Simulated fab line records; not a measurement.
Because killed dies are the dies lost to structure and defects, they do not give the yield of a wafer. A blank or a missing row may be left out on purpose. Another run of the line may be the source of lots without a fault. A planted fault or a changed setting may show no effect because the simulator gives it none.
A lot that was struck, set against a sound lot    flow nandHarc    15 steps out of a route of 1302
Sound: wafers L533.3, L533.4, L533.6. Struck: wafer L524.2. (L524.3, L524.4 of the same lot were not struck and are left out.) The cause comes at the end.
At each step with rows: each side's tool, then ch and its chambers, then its first start. Under that, the readings that differ: sound wafers    struck wafers    difference of the means    sigmas: that difference in standard deviations of wafers without a fault.
alike: same words and numbers on both sides, and readings whose means sit less than 2 such deviations apart. not compared: any withheld reading, any reading some wafer has no value for, any bound like >300 that may hide the same value, and any number with overlapping values for which the record gives no deviation.
Wherever a step has rows on one side only, a row that says differs or no value, or a row with sigmas, the two part there. Numbers that don't overlap but have no deviation are shown without sigmas and don't part them. A reading that every wafer of one side lacks parts them only if that side has two wafers or more.

NHARC_A_CONTACT_ETCH_134: etches the open film in C4F8/O2/Ar, time 140 s, target depth 700 nm.
  sound on harCapEtch-03 ch 0,1, day 30 03:50; struck on harCapEtch-01 ch 1, day 26 08:04
reading              sound  struck  difference                    sigmas
rfHoursCounterH (h)  - - -  16      no value on the sound wafers  
  alike: runLengthS
NHARC_A_CONTACT_ETCH_135: etches the open film in C4F8/O2/Ar, time 311 s, target depth 1912 nm.
  sound on harCapEtch-03 ch 0,1, day 30 04:03; struck on harCapEtch-01 ch 1, day 26 08:16
reading              sound  struck  difference                    sigmas
rfHoursCounterH (h)  - - -  16      no value on the sound wafers  
  not compared: runLengthS
NHARC_A_CONTACT_ETCH_136: etches the open film in C4F8/O2/Ar, time 311 s, target depth 1912 nm.
  sound on harCapEtch-03 ch 0,1, day 30 04:19; struck on harCapEtch-01 ch 1, day 26 08:32
reading              sound  struck  difference                    sigmas
rfHoursCounterH (h)  - - -  17      no value on the sound wafers  
  not compared: runLengthS
then, 3 steps without rows for these wafers: NHARC_A_CONTACT_ETCH_137 (etches the open film in C4F8/O2/Ar, time 311 s, target depth 1912 nm); NHARC_A_CONTACT_ETCH_138 (etches the open film in C4F8/O2/Ar, time 311 s, target depth 1914 nm); NHARC_A_CONTACT_ETCH_139 (etches the open film in C4F8/O2/Ar, time 195 s, target depth 840 nm).
NHARC_A_CONTACT_ETCH_92: etches the open film in CH3F/O2, target depth 40 nm, time 85.7 s.
  sound on rieDiel-04 ch 1,2, day 30 05:38; struck on rieDiel-04 ch 3, day 26 09:55
reading              sound              struck  difference  sigmas
oesProductAu (a.u.)  0.912 0.924 0.919  1.005   +0.087      +4
  alike: drypumpMotorCurrentA, rfFwdPowerW, rfVppV, runLengthS, showerheadPlenumPTorr, throttleValvePct
  not compared: rfHoursCounterH
NHARC_A_CONTACT_ETCH_98: etches the open film in C4F6/O2, target depth 20 nm, time 10 s.
  sound: rieDiel-04 ch 0,1,2; struck: rieDiel-04 ch 1
reading              sound              struck  difference  sigmas
oesProductAu (a.u.)  0.962 0.952 0.951  1.000   +0.045      +2
  alike: drypumpMotorCurrentA, rfFwdPowerW, rfVppV, runLengthS, showerheadPlenumPTorr, throttleValvePct
  not compared: rfHoursCounterH
NHARC_A_CONTACT_CD_MEAS_15:
  sound on cdSem-01, day 30 05:51; struck on cdSem-02, day 26 10:08
  alike: cdNm
then, 3 steps without rows for these wafers: NHARC_A_CONTACT_STRIP_107 (strips in N2/H2); NHARC_A_CONTACT_STRIP_108 (strips in CF4/CHF3); NHARC_A_CONTACT_STRIP_109 (strips in O2/COS).
NHARC_A_CONTACT_ETCH_110: etches the open film in CF4/O2, target depth 60 nm, overetch 6 nm, time 33 s.
  sound on rieDiel-04 ch 0,1,3, day 30 06:08; struck on rieDiel-07 ch 2, day 26 10:25
reading         sound           struck  difference  sigmas
runLengthS (s)  54.7 54.5 54.5  50.0    -4.6        -13
  alike: drypumpMotorCurrentA, oesProductAu, rfVppV, showerheadPlenumPTorr, throttleValvePct
  not compared: rfFwdPowerW, rfHoursCounterH
then, 1 step without rows for these wafers: NHARC_A_CONTACT_STRIP_26 (strips in O2).
NHARC_END_SORT_01:
  only the struck wafers appear in the record here, on prober-02 ch 0 at day 28 08:04; the sound ones have no rows

== WHERE THEY PART ==
Earliest at NHARC_A_CONTACT_ETCH_134; latest, in this record, at NHARC_END_SORT_01.

WHY: the cause the simulator had injected
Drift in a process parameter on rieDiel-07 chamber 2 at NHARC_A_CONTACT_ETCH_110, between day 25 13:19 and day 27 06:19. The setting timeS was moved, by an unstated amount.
